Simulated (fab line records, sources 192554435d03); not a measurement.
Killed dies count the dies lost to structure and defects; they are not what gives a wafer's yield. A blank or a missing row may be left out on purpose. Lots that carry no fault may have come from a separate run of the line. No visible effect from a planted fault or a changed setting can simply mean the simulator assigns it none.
Matching of chambers / flow n5-finfet / 4 sister chambers for N5_HKMG_FIN_STRIP_34 on rie-diel-01
The step strips in CF4. 18 wafers are shown with their chamber, then 9 later ones without.

== EACH WAFER AND ITS CHAMBER ==
wafer=L075.1; chamber=1; showerhead-plenum-p-Torr (Torr)=1.71; drypump-motor-current-A (A)=6.0; throttle-valve-pct (%)=13.50
wafer=L075.3; chamber=0; showerhead-plenum-p-Torr (Torr)=1.89; drypump-motor-current-A (A)=6.5; throttle-valve-pct (%)=13.66
wafer=L075.5; chamber=2; showerhead-plenum-p-Torr (Torr)=1.83; drypump-motor-current-A (A)=6.2; throttle-valve-pct (%)=13.47
wafer=L076.1; chamber=2; showerhead-plenum-p-Torr (Torr)=1.83; drypump-motor-current-A (A)=6.2; throttle-valve-pct (%)=13.50
wafer=L076.2; chamber=1; showerhead-plenum-p-Torr (Torr)=1.71; drypump-motor-current-A (A)=5.9; throttle-valve-pct (%)=13.50
wafer=L076.6; chamber=0; showerhead-plenum-p-Torr (Torr)=1.89; drypump-motor-current-A (A)=6.5; throttle-valve-pct (%)=13.67
wafer=L086.4; chamber=1; showerhead-plenum-p-Torr (Torr)=1.70; drypump-motor-current-A (A)=5.9; throttle-valve-pct (%)=13.56
wafer=L086.5; chamber=3; showerhead-plenum-p-Torr (Torr)=1.77; drypump-motor-current-A (A)=6.1; throttle-valve-pct (%)=13.93
wafer=L086.6; chamber=0; showerhead-plenum-p-Torr (Torr)=1.88; drypump-motor-current-A (A)=6.5; throttle-valve-pct (%)=13.71
wafer=L089.3; chamber=2; showerhead-plenum-p-Torr (Torr)=1.83; drypump-motor-current-A (A)=6.2; throttle-valve-pct (%)=13.53
wafer=L089.4; chamber=1; showerhead-plenum-p-Torr (Torr)=1.70; drypump-motor-current-A (A)=5.9; throttle-valve-pct (%)=13.56
wafer=L089.6; chamber=0; showerhead-plenum-p-Torr (Torr)=1.88; drypump-motor-current-A (A)=6.4; throttle-valve-pct (%)=13.72
wafer=L092.1; chamber=1; showerhead-plenum-p-Torr (Torr)=1.70; drypump-motor-current-A (A)=6.0; throttle-valve-pct (%)=13.56
wafer=L092.4; chamber=0; showerhead-plenum-p-Torr (Torr)=1.88; drypump-motor-current-A (A)=6.4; throttle-valve-pct (%)=13.75
wafer=L092.5; chamber=1; showerhead-plenum-p-Torr (Torr)=1.70; drypump-motor-current-A (A)=5.9; throttle-valve-pct (%)=13.57
wafer=L093.1; chamber=3; showerhead-plenum-p-Torr (Torr)=1.77; drypump-motor-current-A (A)=6.1; throttle-valve-pct (%)=13.93
wafer=L093.4; chamber=1; showerhead-plenum-p-Torr (Torr)=1.70; drypump-motor-current-A (A)=5.9; throttle-valve-pct (%)=13.58
wafer=L093.5; chamber=1; showerhead-plenum-p-Torr (Torr)=1.70; drypump-motor-current-A (A)=5.9; throttle-valve-pct (%)=13.59

SIGNATURES (averages over the wafers above)
reading=showerhead-plenum-p-Torr; chamber 0=1.8840; chamber 1=1.7025; chamber 2=1.8300; chamber 3=1.7700; scatter within a chamber=0.00439
reading=drypump-motor-current-A; chamber 0=6.460; chamber 1=5.925; chamber 2=6.200; chamber 3=6.100; scatter within a chamber=0.0439
reading=throttle-valve-pct; chamber 0=13.7020; chamber 1=13.5525; chamber 2=13.5000; chamber 3=13.9300; scatter within a chamber=0.0332
Rule: for a wafer and a chamber, the distance is found by dividing, reading by reading, the gap between the wafer's reading and the chamber's mean by the reading's scatter, squaring, summing and taking the root. The wafer belongs to the nearest chamber; if the next one is less than 2 further off, it can't be placed. The scatter is the square root of a quotient: the sum, over the shown wafers, of each reading's squared deviation from its chamber's mean, divided by wafers minus chambers.

== WAFERS WITH NO CHAMBER GIVEN ==
wafer=L095.1; showerhead-plenum-p-Torr (Torr)=1.88; drypump-motor-current-A (A)=6.4; throttle-valve-pct (%)=13.75
wafer=L095.3; showerhead-plenum-p-Torr (Torr)=1.70; drypump-motor-current-A (A)=6.0; throttle-valve-pct (%)=13.60
wafer=L095.4; showerhead-plenum-p-Torr (Torr)=1.82; drypump-motor-current-A (A)=6.2; throttle-valve-pct (%)=13.56
wafer=L096.4; showerhead-plenum-p-Torr (Torr)=1.88; drypump-motor-current-A (A)=6.5; throttle-valve-pct (%)=13.77
wafer=L096.5; showerhead-plenum-p-Torr (Torr)=1.82; drypump-motor-current-A (A)=6.2; throttle-valve-pct (%)=13.56
wafer=L096.6; showerhead-plenum-p-Torr (Torr)=1.77; drypump-motor-current-A (A)=6.1; throttle-valve-pct (%)=13.96
wafer=L097.1; showerhead-plenum-p-Torr (Torr)=1.70; drypump-motor-current-A (A)=6.0; throttle-valve-pct (%)=13.59
wafer=L097.2; showerhead-plenum-p-Torr (Torr)=1.76; drypump-motor-current-A (A)=6.1; throttle-valve-pct (%)=13.96
wafer=L097.5; showerhead-plenum-p-Torr (Torr)=1.76; drypump-motor-current-A (A)=6.1; throttle-valve-pct (%)=13.94

== THE CHAMBER EACH PASSED THROUGH ==
wafer=L095.1; from the rows above=0; in truth=0
wafer=L095.3; from the rows above=1; in truth=1
wafer=L095.4; from the rows above=2; in truth=2
wafer=L096.4; from the rows above=0; in truth=0
wafer=L096.5; from the rows above=2; in truth=2
wafer=L096.6; from the rows above=3; in truth=3
wafer=L097.1; from the rows above=1; in truth=1
wafer=L097.2; from the rows above=3; in truth=3
wafer=L097.5; from the rows above=3; in truth=3
9 of 9 placed correctly. Not placeable from these rows: 0. Placed wrongly: 0.
